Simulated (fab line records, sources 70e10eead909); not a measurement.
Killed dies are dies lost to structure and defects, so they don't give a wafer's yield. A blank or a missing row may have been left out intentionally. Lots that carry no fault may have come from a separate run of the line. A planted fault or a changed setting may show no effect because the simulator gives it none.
The tool behind it: which one? | flow nandHarc | Sampling: 11 lots, 33 wafers, 6 of 1302 route steps

## WHAT THE GAUGES SHOWED, per wafer
NHARC_P_M1_OVL_MEAS_10: pitch 260 nm. Usual: overlayXNm 0.4 nm, standard deviation 0.88; overlayYNm 0.2 nm, standard deviation 0.72.
lot  | measured     | on         | overlayXNm (nm) | overlayYNm (nm) | flag
L558 | day 7 04:14  | overlay-01 | -0.2 0.1 0.0    | 1.0 0.9 0.3     | 
L559 | day 7 05:56  | overlay-01 | 0.1 0.1 -0.2    | 0.5 0.0 0.2     | 
L561 | day 7 18:33  | overlay-01 | 1.5 1.6 1.7     | 2.0 1.3 2.0     | 
L562 | day 8 07:12  | overlay-01 | 0.7 0.8 0.5     | 0.3 0.3 -0.3    | 
L566 | day 10 10:35 | overlay-02 | 1.2 1.2 0.9     | 0.0 0.7 1.0     | 
L568 | day 10 19:47 | overlay-01 | 0.9 0.1 0.3     | -0.1 -0.4 0.0   | 
L569 | day 11 10:01 | overlay-01 | -0.2 -0.4 -0.3  | -0.1 0.2 -0.5   | 
L574 | day 13 09:06 | overlay-02 | 1.8 1.1 1.3     | -1.3 -1.0 -1.5  | 
L575 | day 13 16:35 | overlay-01 | 0.9 0.8 1.2     | -0.2 -0.1 0.2   | 
L578 | day 15 09:03 | overlay-01 | 0.5 0.3 -0.6    | 0.7 0.1 0.2     | 
L580 | day 15 18:51 | overlay-01 | -0.1 -0.1 0.1   | -1.7 -0.7 -1.1  | 

NHARC_END_SORT_01. Usual: defectLimitedYield 91.6 %, standard deviation 2.6; killedAtArray 52, standard deviation 17; killedAtOther 0.8, standard deviation 1.1; killedAtPeriphery 3.2, standard deviation 2.2; killedDies 57, standard deviation 17; killedOpen 3.4, standard deviation 1.8; killedShort 2.4, standard deviation 1.6; sort_bin_2_pct 2.9 %, standard deviation 1.1; sort_bin_3_pct 0.6 %, standard deviation 0.38; sort_bin_4_pct 4.8 %, standard deviation 1.5; sortNPass 620, standard deviation 17; sortRimYieldPct 92 %, standard deviation 4.9; sortYieldPct 91.6 %, standard deviation 2.6.
lot  | measured     | on        | defectLimitedYield (%) | killedAtArray | killedAtOther | killedAtPeriphery | killedDies | killedOpen | killedShort | sort_bin_2_pct (%) | sort_bin_3_pct (%) | sort_bin_4_pct (%) | sortNPass   | sortRimYieldPct (%) | sortYieldPct (%) | flag
L559 | day 25 01:18 | prober-01 | 96.2 96.8 96.2         | 21 20 22      | 1 0 0         | 4 2 4             | 26 22 26   | 0 4 1      | 3 2 2       | 1.2 1.5 1.5        | 0 0 0              | 2.7 1.8 2.4        | 651 655 651 | 97 95 98            | 96.2 96.8 96.2   | 
L562 | day 26 21:52 | prober-01 | 92.2 95.0 92.8         | 49 34 46      | 0 0 0         | 4 0 3             | 53 34 49   | 2 3 5      | 2 1 1       | 3.0 1.9 2.8        | 0.7 0.4 0.1        | 4.1 2.7 4.3        | 624 643 628 | 95 91 99            | 92.2 95.0 92.8   | 
L566 | day 28 08:31 | prober-01 | 89.2 88.3 88.9         | 72 76 72      | 1 1 2         | 0 2 1             | 73 79 75   | 2 4 6      | 0 2 2       | 4.0 4.0 4.1        | 0.1 1.0 0.3        | 6.6 6.6 6.6        | 604 598 602 | 90 93 98            | 89.2 88.3 88.9   | 
L574 | day 31 22:14 | prober-01 | 90.3 90.1 89.4         | 62 64 64      | 0 0 1         | 4 3 7             | 66 67 72   | 3 6 4      | 1 1 2       | 3.2 4.6 3.7        | 0.9 0.1 0.6        | 5.6 5.2 6.4        | 611 610 605 | 87 95 78            | 90.3 90.1 89.4   | 
L575 | day 31 22:14 | prober-02 | 87.1 89.1 86.9         | 81 66 83      | 0 3 0         | 6 5 6             | 87 74 89   | 2 5 5      | 3 5 1       | 5.5 3.7 5.3        | 1.2 1.5 1.2        | 6.2 5.8 6.6        | 590 603 588 | 87 82 97            | 87.1 89.1 86.9   | 

## WHAT TOOL EACH LOT RAN ON (gives the tool, then ch and the chambers of the sampled wafers, and finally the start)
lot  | NHARC_P_M1_ETCH_35                | NHARC_P_M1_ECD_22             | NHARC_P_M1_CMP_23             | NHARC_P_M1_DEP_33
L558 | rieDiel-07 ch 0,1,2, day 7 04:25  | ecdCu-01 ch 0,1, day 7 05:46  | cmp-01 ch 0,1,3, day 7 06:29  | pecvd-02 ch 0,2, day 7 07:07
L559 | rieDiel-03 ch 0,1,3, day 7 06:08  | ecdCu-02 ch 0,1, day 7 07:36  | cmp-01 ch 1,2,3, day 7 08:19  | pecvd-02 ch 0,2, day 7 08:53
L561 | rieDiel-03 ch 0,1,2, day 7 18:44  | ecdCu-02 ch 0,1, day 7 20:02  | cmp-04 ch 0,2,3, day 7 20:44  | pecvd-01 ch 0,1, day 7 21:24
L562 | rieDiel-03 ch 1,2, day 8 07:23    | ecdCu-01 ch 0,1, day 8 08:49  | cmp-01 ch 1,2, day 8 09:25    | pecvd-02 ch 0,1,2, day 8 10:09
L566 | rieDiel-03 ch 1,3, day 10 10:46   | ecdCu-01 ch 0,1, day 10 12:04 | cmp-01 ch 0,1, day 10 12:49   | pecvd-04 ch 0,2, day 10 13:32
L568 | rieDiel-06 ch 0,1,2, day 10 19:58 | ecdCu-02 ch 0,1, day 10 21:25 | cmp-01 ch 1,2,3, day 10 22:09 | pecvd-01 ch 0,2, day 10 22:46
L569 | rieDiel-03 ch 0,2, day 11 10:11   | ecdCu-01 ch 0,1, day 11 11:29 | cmp-02 ch 0,1,3, day 11 12:13 | pecvd-01 ch 0,1, day 11 12:53
L574 | rieDiel-03 ch 0,1,3, day 13 09:17 | ecdCu-02 ch 0,1, day 13 10:39 | cmp-04 ch 0,2,3, day 13 11:19 | pecvd-04 ch 0,2, day 13 12:00
L575 | rieDiel-07 ch 2,3, day 13 16:46   | ecdCu-02 ch 0,1, day 13 18:03 | cmp-04 ch 1,2, day 13 18:46   | pecvd-02 ch 0,1,2, day 13 19:26
L578 | rieDiel-07 ch 1,2,3, day 15 09:14 | ecdCu-01 ch 1, day 15 10:35   | cmp-02 ch 2,3, day 15 11:16   | pecvd-02 ch 1,2, day 15 11:53
L580 | rieDiel-03 ch 1,2,3, day 15 19:02 | ecdCu-01 ch 0,1, day 15 20:27 | cmp-02 ch 0,2,3, day 15 21:13 | pecvd-02 ch 0,2, day 15 21:50
- NHARC_P_M1_ETCH_35: etches the open film in N2/H2, target depth 40 nm, overetch 12 nm, time 43.94 s.
- NHARC_P_M1_ECD_22: material Cu, target thk 400 nm.
- NHARC_P_M1_CMP_23: polishes, t overpolish 20 s, target thk 157.82 nm.
- NHARC_P_M1_DEP_33: deposits SiCN, target thk 30 nm.

## AS READ BY THE TOOLS THEMSELVES (means over the sampled wafers that have a number; for cases with no such wafer, the mark the record gives instead)
NHARC_P_M1_ETCH_35. Usual: drypumpMotorCurrentA 5.7 A, standard deviation 0.46; n2FlowSccm 150.0 sccm, standard deviation 0.42; oesProductAu 0.999 a.u., standard deviation 0.0075; rfVppV 430.4 V, standard deviation 2.3; showerheadPlenumPTorr 2.04 Torr, standard deviation 0.084; throttleValvePct 14.171 %, standard deviation 0.0096.
lot  | tool       | drypumpMotorCurrentA (A) | n2FlowSccm (sccm) | oesProductAu (a.u.) | rfVppV (V) | showerheadPlenumPTorr (Torr) | throttleValvePct (%) | flag
L558 | rieDiel-07 | 5.4                      | 149.7             | 1.002               | 430.3      | 2.04                         | 14.179               | 
L559 | rieDiel-03 | 6.0                      | 150.3             | 1.007               | 430.2      | 2.02                         | 14.176               | 
L561 | rieDiel-03 | 5.9                      | 150.1             | 0.996               | 430.8      | 2.04                         | 14.177               | 
L562 | rieDiel-03 | 5.8                      | 150.5             | 1.001               | 432.6      | 2.12                         | 14.173               | 
L566 | rieDiel-03 | 5.7                      | 150.0             | 1.001               | 431.6      | 2.04                         | 14.167               | 
L568 | rieDiel-06 | 6.3                      | 149.7             | 0.999               | 429.6      | 2.01                         | 14.178               | 
L569 | rieDiel-03 | 5.6                      | 149.8             | 0.995               | 429.3      | 1.98                         | 14.170               | 
L574 | rieDiel-03 | 5.9                      | 149.3             | 1.003               | 429.8      | 2.02                         | 14.159               | 
L575 | rieDiel-07 | 5.4                      | 149.9             | 0.992               | 431.6      | 2.09                         | 14.173               | 
L578 | rieDiel-07 | 5.5                      | 150.1             | 0.998               | 431.6      | 2.07                         | 14.180               | 
L580 | rieDiel-03 | 5.7                      | 150.3             | 1.009               | 431.5      | 2.05                         | 14.172               | 

NHARC_P_M1_CMP_23. Usual: motorCurrentA 11.8 A, standard deviation 0.96; padLifeWafers 194, standard deviation 94; timeToEndpointS 28.1 s, standard deviation 2.5.
lot  | tool   | motorCurrentA (A) | padLifeWafers | timeToEndpointS (s) | flag
L558 | cmp-01 | 12.0              | 253           | 28.5                | 
L559 | cmp-01 | 11.6              | 261           | 30.7                | 
L561 | cmp-04 | 11.8              | 194           | 28.6                | 
L562 | cmp-01 | 11.7              | 367           | 27.2                | 
L566 | cmp-01 | 12.0              | 150           | 27.9                | 
L568 | cmp-01 | 11.6              | 200           | 28.8                | 
L569 | cmp-02 | 11.9              | 97            | 27.0                | 
L574 | cmp-04 | 12.0              | 301           | 31.3                | 
L575 | cmp-04 | 10.8              | 318           | 33.1                | 
L578 | cmp-02 | 12.7              | 48            | 26.6                | 
L580 | cmp-02 | 11.9              | 91            | 25.7                | 

NHARC_P_M1_DEP_33. Usual: heaterPowerW 611 W, standard deviation 94; susceptorTempC 369.99 C, standard deviation 0.2.
lot  | tool     | heaterPowerW (W) | susceptorTempC (C) | flag
L558 | pecvd-02 | 525              | 370.08             | 
L559 | pecvd-02 | 549              | 370.23             | 
L561 | pecvd-01 | 558              | 369.94             | 
L562 | pecvd-02 | 583              | 370.05             | 
L566 | pecvd-04 | 535              | 369.95             | 
L568 | pecvd-01 | 616              | 370.23             | 
L569 | pecvd-01 | 624              | 369.84             | 
L574 | pecvd-04 | 629              | 370.06             | 
L575 | pecvd-02 | 620              | 370.11             | 
L578 | pecvd-02 | 502              | 370.04             | 
L580 | pecvd-02 | 661              | 369.95             | 

## THE ANSWER, worked out from the rows above alone
Rule: take the mean of a lot's wafers that have a number; if it is more than 3 standard deviations from the usual mean, the lot is off. A lot without any number at a reading at which 4 lots or more have one is off too. Any other lot the step has rows for is counted as sound. First the gauges in route order, then the tools' own readings, where a lot's mean is used as printed above. The first step at which some lot is off is used, and at that step the reading that is off furthest; a lot without a number counts as furthest.
No lot is off at any reading shown: from this, nothing can be told.

## WHAT THE SIMULATOR HAD INSERTED
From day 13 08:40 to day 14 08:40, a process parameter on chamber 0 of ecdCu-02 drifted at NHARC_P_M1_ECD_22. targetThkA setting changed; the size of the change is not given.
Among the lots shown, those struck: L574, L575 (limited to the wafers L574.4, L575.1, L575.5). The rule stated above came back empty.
